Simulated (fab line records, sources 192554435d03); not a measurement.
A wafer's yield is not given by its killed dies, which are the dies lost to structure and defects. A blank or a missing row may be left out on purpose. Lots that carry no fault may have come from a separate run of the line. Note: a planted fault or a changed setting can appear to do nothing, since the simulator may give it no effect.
A lot that was struck, set against a sound lot ; flow n5Finfet ; 24 out of 1938 route steps
Sound: wafers L401.1, L401.3, L401.6. The struck wafers were L385.1, L385.4, L385.6. The cause comes at the end.
For every step that has rows: the tool of each side, followed by ch and its chambers, followed by its first start. Under that, the readings that differ: sound wafers ; struck wafers ; difference of the means ; sigmas: that difference in standard deviations of wafers without a fault.
alike: same words and numbers on both sides, and readings whose means sit less than 2 such deviations apart. not compared: any withheld reading, any reading some wafer has no value for, any bound like >300 that may hide the same value, and any number with overlapping values for which the record gives no deviation.
The two part at a step that has a row with sigmas, a row that says differs or no value, or rows on one side only. Non-overlapping numbers with no deviation appear without sigmas and do not part them. A reading that every wafer of one side lacks parts them only if that side has two wafers or more.

first, 11 steps without rows for these wafers: N5_BEOL_M5_STRIP_63 (strips in N2/H2); N5_BEOL_M5_STRIP_73 (strips in N2/H2); N5_BEOL_M5_STRIP_64 (strips in CF4); N5_BEOL_M5_HM_OPEN_17 (chemistry Cl2/BCl3, target TiN, target depth 20 nm, overetch 6 nm); N5_BEOL_M5_STRIP_19 (strips in O2); N5_BEOL_M5_COAT_65 (time 60 s, resist thk 60 nm); N5_BEOL_M5_COAT_66 (time 60 s, resist thk 12 nm); N5_BEOL_M5_COAT_74 (time 60 s, resist thk 5 nm); N5_BEOL_M5_COAT_22 (resist thk 30 nm); N5_BEOL_M5_EBR_24; N5_BEOL_M5_SOFTBAKE_23 (time 60 s).
N5_BEOL_M5_EXPOSE_25: exposes mask V4, defocus 10 nm.
  sound on euvScanner-01 ch 0, day 14 17:37; struck on euvScanner-02 ch 0, day 10 06:07
reading;sound;struck;difference;sigmas
exposureDoseMJCm2;52.9 52.8 52.9;59.5 59.5 59.5;+6.6;+17
  alike: mask
then, 2 steps without rows for these wafers: N5_BEOL_M5_PEB_26 (peb time 60 s); N5_BEOL_M5_DEVELOP_27 (develop time 30 s).
N5_BEOL_M5_CD_MEAS_28: target cd 30.6 nm, target cd y 20 nm.
  sound on cdSem-01 ch 0, day 14 17:46; struck on cdSem-01 ch 0, day 10 06:15
reading;sound;struck;difference;sigmas
cdNm (nm);30.68 30.61 30.21;32.76 33.29 33.14;+2.56;+10
then, 1 step without rows for these wafers: N5_BEOL_M5_DESCUM_33 (chemistry O2, time 7 s).
N5_BEOL_M5_ETCH_75: etches underlayer in N2/H2, target depth 6.5 nm, time 5.2 s.
  sound on rieDiel-02 ch 0,1,3, day 14 17:55; struck on rieDiel-06 ch 0,1,3, day 10 06:25
reading;sound;struck;difference;sigmas
model.BEOL_M5.cdNm (nm);28.6 27.8 28;30.4 30.2 30.4;+2.2;
  alike: drypumpMotorCurrentA, etchRfOnTimeS, oesProductAu, rfVppV, showerheadPlenumPTorr, throttleValvePct
  not compared: rfHoursCounterH
then, 4 steps without rows for these wafers: N5_BEOL_M5_ETCH_67 (etches SiARC in CF4, target depth 15.6 nm, time 26 s); N5_BEOL_M5_ETCH_68 (etches SOC in N2/H2, target depth 80 nm, overetch 16 nm, time 120 s); N5_BEOL_M5_STRIP_69 (strips in N2/H2); N5_BEOL_M5_STRIP_76 (strips in N2/H2).
N5_BEOL_M5_VIA_ETCH_34: etches SiCOH lowk in C4F6/O2, target depth 88.3 nm, time 39.2 s.
  sound on rieDiel-02 ch 0,1,3, day 14 18:04; struck on rieDiel-06 ch 0,1,3, day 10 06:33
reading;sound;struck;difference;sigmas
model.BEOL_M5.cdNm (nm);28.6 27.4 27.6;30.2 30.2 30.4;+2.4;
  alike: O2_flow_sccm, drypumpMotorCurrentA, mfcArSccm, oesProductAu, rfVppV, showerheadPlenumPTorr, throttleValvePct
  not compared: rfHoursCounterH
then, 1 step without rows for these wafers: N5_BEOL_M5_STRIP_85 (strips in C4F6/O2).
-- here the record skips 5 days between the struck wafers' starts before and after, leaving off in module BEOL_M5 and picking up in module PASSIVATION (first step shown: number 1936 of the route) --
N5_PASSIVATION_PROBE_49:
  the record has rows for the struck wafers here (prober-02, day 14 19:35) and none for the sound ones

== WHERE THEY PART ==
Last at N5_PASSIVATION_PROBE_49 as far as this record goes, first at N5_BEOL_M5_EXPOSE_25.

WHY: the cause the simulator had injected
Drift in process parameters on euvScanner-02 at N5_BEOL_M5_EXPOSE_25, starting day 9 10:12. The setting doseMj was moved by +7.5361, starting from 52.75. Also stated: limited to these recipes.
